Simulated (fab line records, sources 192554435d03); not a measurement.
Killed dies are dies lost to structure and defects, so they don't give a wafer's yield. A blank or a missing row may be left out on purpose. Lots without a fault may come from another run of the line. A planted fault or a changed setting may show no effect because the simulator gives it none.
Chamber matching | flow n5_finfet | N5_MOL_CONTACT_COAG_ETCH_65 on rie_diel-02: 4 sister chambers
The step etches underlayer in N2/H2, target depth 13 nm, time 10.4 s. 24 wafers are shown with their chamber, then 12 later ones without.

WAFERS WITH THEIR CHAMBER
wafer  | chamber | drypump_motor_current_A (A) | showerhead_plenum_p_Torr (Torr) | throttle_valve_pct (%)
L074.1 | 0       | 5.7                         | 2.45                            | 18.10
L074.2 | 2       | 5.9                         | 2.65                            | 18.01
L074.3 | 3       | 5.4                         | 2.58                            | 17.56
L076.3 | 3       | 5.4                         | 2.58                            | 17.59
L076.4 | 2       | 6.0                         | 2.65                            | 18.01
L076.6 | 3       | 5.4                         | 2.58                            | 17.57
L077.3 | 2       | 5.9                         | 2.65                            | 18.00
L077.4 | 3       | 5.4                         | 2.58                            | 17.58
L077.6 | 2       | 5.9                         | 2.65                            | 18.02
L080.1 | 0       | 5.7                         | 2.44                            | 18.11
L080.4 | 1       | 5.0                         | 2.59                            | 17.46
L080.6 | 1       | 5.0                         | 2.59                            | 17.46
L083.1 | 2       | 5.9                         | 2.65                            | 18.03
L083.2 | 3       | 5.4                         | 2.57                            | 17.61
L083.5 | 1       | 5.0                         | 2.59                            | 17.49
L086.1 | 3       | 5.4                         | 2.57                            | 17.61
L086.2 | 2       | 5.9                         | 2.64                            | 18.05
L086.4 | 0       | 5.7                         | 2.44                            | 18.14
L087.1 | 3       | 5.4                         | 2.57                            | 17.62
L087.2 | 0       | 5.7                         | 2.44                            | 18.14
L087.6 | 2       | 5.9                         | 2.64                            | 18.05
L089.3 | 2       | 5.9                         | 2.64                            | 18.05
L089.4 | 3       | 5.4                         | 2.57                            | 17.62
L089.5 | 1       | 5.0                         | 2.59                            | 17.49

SIGNATURES (means of the wafers above)
reading                  | chamber 0 | chamber 1 | chamber 2 | chamber 3 | scatter within a chamber
drypump_motor_current_A  | 5.700     | 5.000     | 5.913     | 5.400     | 0.0209
showerhead_plenum_p_Torr | 2.4425    | 2.5900    | 2.6463    | 2.5750    | 0.00481
throttle_valve_pct       | 18.1225   | 17.4750   | 18.0275   | 17.5950   | 0.0211
Rule: a wafer's distance from a chamber is the root of the sum, over the readings, of the square of ((its reading less the chamber's mean) divided by the reading's scatter). The wafer belongs to the nearest chamber; if the next one is less than 2 further off, it can't be placed. The scatter: the root of (the sum of the squares of (reading less its chamber's mean) over the shown wafers, divided by (wafers less chambers)).

WAFERS WITHOUT THEIR CHAMBER
wafer  | drypump_motor_current_A (A) | showerhead_plenum_p_Torr (Torr) | throttle_valve_pct (%)
L091.1 | 5.9                         | 2.64                            | 18.06
L091.3 | 5.4                         | 2.57                            | 17.62
L091.4 | 5.6                         | 2.43                            | 18.15
L092.2 | 5.4                         | 2.57                            | 17.63
L092.5 | 4.9                         | 2.58                            | 17.49
L092.6 | 5.9                         | 2.64                            | 18.07
L093.1 | 5.4                         | 2.57                            | 17.63
L093.2 | 5.9                         | 2.64                            | 18.05
L093.3 | 5.7                         | 2.43                            | 18.15
L097.4 | 5.9                         | 2.63                            | 18.10
L097.5 | 5.4                         | 2.56                            | 17.66
L097.6 | 5.7                         | 2.43                            | 18.18

WHICH CHAMBER EACH WENT THROUGH
wafer  | from the rows above | in truth
L091.1 | 2                   | 2
L091.3 | 3                   | 3
L091.4 | 0                   | 0
L092.2 | 3                   | 3
L092.5 | 1                   | 1
L092.6 | 2                   | 2
L093.1 | 3                   | 3
L093.2 | 2                   | 2
L093.3 | 0                   | 0
L097.4 | 2                   | 2
L097.5 | 3                   | 3
L097.6 | 0                   | 0
Placed correctly: 12 of 12. Can't be placed from these rows: 0. Placed wrongly: 0.
